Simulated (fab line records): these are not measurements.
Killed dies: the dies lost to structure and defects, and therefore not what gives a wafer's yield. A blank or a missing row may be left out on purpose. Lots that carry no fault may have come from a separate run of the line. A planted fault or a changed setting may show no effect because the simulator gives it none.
Matching of chambers    flow nand_harc    rie_diel-05 running NHARC_A_STAIRCASE_ETCHBACK_422: 4 sister chambers
The step etches the open film in CH3F/O2, target depth 40 nm, time 74.286 s. 4 wafers are shown with their chamber, then 12 later ones without.

== WAFERS WITH THEIR CHAMBER ==
wafer   chamber  showerhead_plenum_p_Torr (Torr)
L088.6  2        2.48
L085.4  1        2.51
L085.5  0        2.34
L085.6  3        2.33

== WAFERS WITH NO CHAMBER GIVEN ==
wafer   showerhead_plenum_p_Torr (Torr)
L087.3  2.47
L087.4  2.32
L087.5  2.47
L090.3  2.47
L090.4  2.51
L090.5  2.51
L094.3  2.50
L094.4  2.47
L094.5  2.33
L095.1  2.33
L095.2  2.50
L095.5  2.50

== EACH ONE'S CHAMBER ==
wafer   from the rows above      in truth
L087.3  2                        2
L087.4  can't be placed: 3 or 0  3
L087.5  2                        2
L090.3  2                        2
L090.4  1                        1
L090.5  1                        1
L094.3  can't be placed: 1 or 2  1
L094.4  2                        2
L094.5  can't be placed: 3 or 0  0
L095.1  can't be placed: 3 or 0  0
L095.2  can't be placed: 1 or 2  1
L095.5  can't be placed: 1 or 2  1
Placed correctly: 6 of 12. Unplaceable from these rows: 6, with the true chamber sitting among the candidates in 6. 0 placed wrongly.
How it was worked out, from the rows above alone: a wafer's distance from a chamber is the root of the sum, over the readings, of the square of ((its reading less the chamber's mean) divided by the reading's scatter). The wafer belongs to the nearest chamber; if the next one is less than 2 further off, it can't be placed. A chamber's mean is the mean of its shown wafers. The scatter: with one shown wafer a chamber, the root of the mean of the squares of how far each hidden wafer lies from its nearest shown one.
